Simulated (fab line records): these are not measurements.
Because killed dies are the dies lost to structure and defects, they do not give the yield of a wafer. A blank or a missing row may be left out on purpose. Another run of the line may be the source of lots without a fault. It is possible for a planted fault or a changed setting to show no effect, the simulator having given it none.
Matching of chambers / flow nand_harc / rie_diel-10 running NHARC_A_CONTACT_ETCH_97: 4 sister chambers
The step etches the open film in C4F6/O2, target depth 20 nm, time 10 s. 17 wafers are shown with their chamber, then 8 later ones without.

## WAFERS WITH THEIR CHAMBER
wafer=L876.1; chamber=0; drypump_motor_current_A (A)=5.3; showerhead_plenum_p_Torr (Torr)=3.95; rf_vpp_V (V)=548
wafer=L876.5; chamber=3; drypump_motor_current_A (A)=6.5; showerhead_plenum_p_Torr (Torr)=3.87; rf_vpp_V (V)=546
wafer=L876.6; chamber=0; drypump_motor_current_A (A)=5.3; showerhead_plenum_p_Torr (Torr)=3.95; rf_vpp_V (V)=548
wafer=L878.1; chamber=2; drypump_motor_current_A (A)=5.8; showerhead_plenum_p_Torr (Torr)=4.14; rf_vpp_V (V)=552
wafer=L878.3; chamber=0; drypump_motor_current_A (A)=5.3; showerhead_plenum_p_Torr (Torr)=3.95; rf_vpp_V (V)=548
wafer=L878.6; chamber=3; drypump_motor_current_A (A)=6.6; showerhead_plenum_p_Torr (Torr)=3.87; rf_vpp_V (V)=544
wafer=L877.3; chamber=0; drypump_motor_current_A (A)=5.3; showerhead_plenum_p_Torr (Torr)=3.95; rf_vpp_V (V)=547
wafer=L877.4; chamber=2; drypump_motor_current_A (A)=5.8; showerhead_plenum_p_Torr (Torr)=4.14; rf_vpp_V (V)=550
wafer=L877.6; chamber=2; drypump_motor_current_A (A)=5.8; showerhead_plenum_p_Torr (Torr)=4.14; rf_vpp_V (V)=552
wafer=L881.2; chamber=1; drypump_motor_current_A (A)=6.5; showerhead_plenum_p_Torr (Torr)=3.99; rf_vpp_V (V)=549
wafer=L881.3; chamber=2; drypump_motor_current_A (A)=5.8; showerhead_plenum_p_Torr (Torr)=4.14; rf_vpp_V (V)=550
wafer=L881.6; chamber=3; drypump_motor_current_A (A)=6.6; showerhead_plenum_p_Torr (Torr)=3.87; rf_vpp_V (V)=545
wafer=L888.4; chamber=3; drypump_motor_current_A (A)=6.6; showerhead_plenum_p_Torr (Torr)=3.86; rf_vpp_V (V)=547
wafer=L888.5; chamber=1; drypump_motor_current_A (A)=6.5; showerhead_plenum_p_Torr (Torr)=3.99; rf_vpp_V (V)=548
wafer=L891.3; chamber=2; drypump_motor_current_A (A)=5.8; showerhead_plenum_p_Torr (Torr)=4.13; rf_vpp_V (V)=550
wafer=L891.5; chamber=2; drypump_motor_current_A (A)=5.8; showerhead_plenum_p_Torr (Torr)=4.13; rf_vpp_V (V)=551
wafer=L896.1; chamber=0; drypump_motor_current_A (A)=5.3; showerhead_plenum_p_Torr (Torr)=3.93; rf_vpp_V (V)=548

SIGNATURES, as means of the wafers listed above
reading=drypump_motor_current_A; chamber 0=5.300; chamber 1=6.500; chamber 2=5.800; chamber 3=6.575; scatter within a chamber=0.024
reading=showerhead_plenum_p_Torr; chamber 0=3.9460; chamber 1=3.9900; chamber 2=4.1367; chamber 3=3.8675; scatter within a chamber=0.00638
reading=rf_vpp_V; chamber 0=547.80; chamber 1=548.50; chamber 2=550.83; chamber 3=545.50; scatter within a chamber=0.925
Rule: a wafer's distance from a chamber is the root of the sum, over the readings, of the square of ((its reading less the chamber's mean) divided by the reading's scatter). The wafer belongs to the nearest chamber; if the next one is less than 2 further off, it can't be placed. How the scatter is found: for the shown wafers, subtract from each reading the mean of its chamber, square and add these, divide the total by (wafers less chambers), then take the root.

## WAFERS MISSING THEIR CHAMBER
wafer=L896.2; drypump_motor_current_A (A)=5.8; showerhead_plenum_p_Torr (Torr)=4.12; rf_vpp_V (V)=551
wafer=L896.5; drypump_motor_current_A (A)=6.5; showerhead_plenum_p_Torr (Torr)=3.98; rf_vpp_V (V)=545
wafer=L898.2; drypump_motor_current_A (A)=6.5; showerhead_plenum_p_Torr (Torr)=3.98; rf_vpp_V (V)=549
wafer=L898.3; drypump_motor_current_A (A)=6.6; showerhead_plenum_p_Torr (Torr)=3.86; rf_vpp_V (V)=545
wafer=L898.5; drypump_motor_current_A (A)=6.5; showerhead_plenum_p_Torr (Torr)=3.86; rf_vpp_V (V)=545
wafer=L897.4; drypump_motor_current_A (A)=6.5; showerhead_plenum_p_Torr (Torr)=3.85; rf_vpp_V (V)=546
wafer=L897.5; drypump_motor_current_A (A)=5.8; showerhead_plenum_p_Torr (Torr)=4.12; rf_vpp_V (V)=550
wafer=L897.6; drypump_motor_current_A (A)=6.5; showerhead_plenum_p_Torr (Torr)=3.86; rf_vpp_V (V)=547

## THE CHAMBER EACH PASSED THROUGH
wafer=L896.2; from the rows above=2; in truth=2
wafer=L896.5; from the rows above=1; in truth=1
wafer=L898.2; from the rows above=1; in truth=1
wafer=L898.3; from the rows above=3; in truth=3
wafer=L898.5; from the rows above=3; in truth=3
wafer=L897.4; from the rows above=3; in truth=3
wafer=L897.5; from the rows above=2; in truth=2
wafer=L897.6; from the rows above=3; in truth=3
Correct placement for 8 of the 8. Number that these rows cannot place: 0. Number placed wrongly: 0.
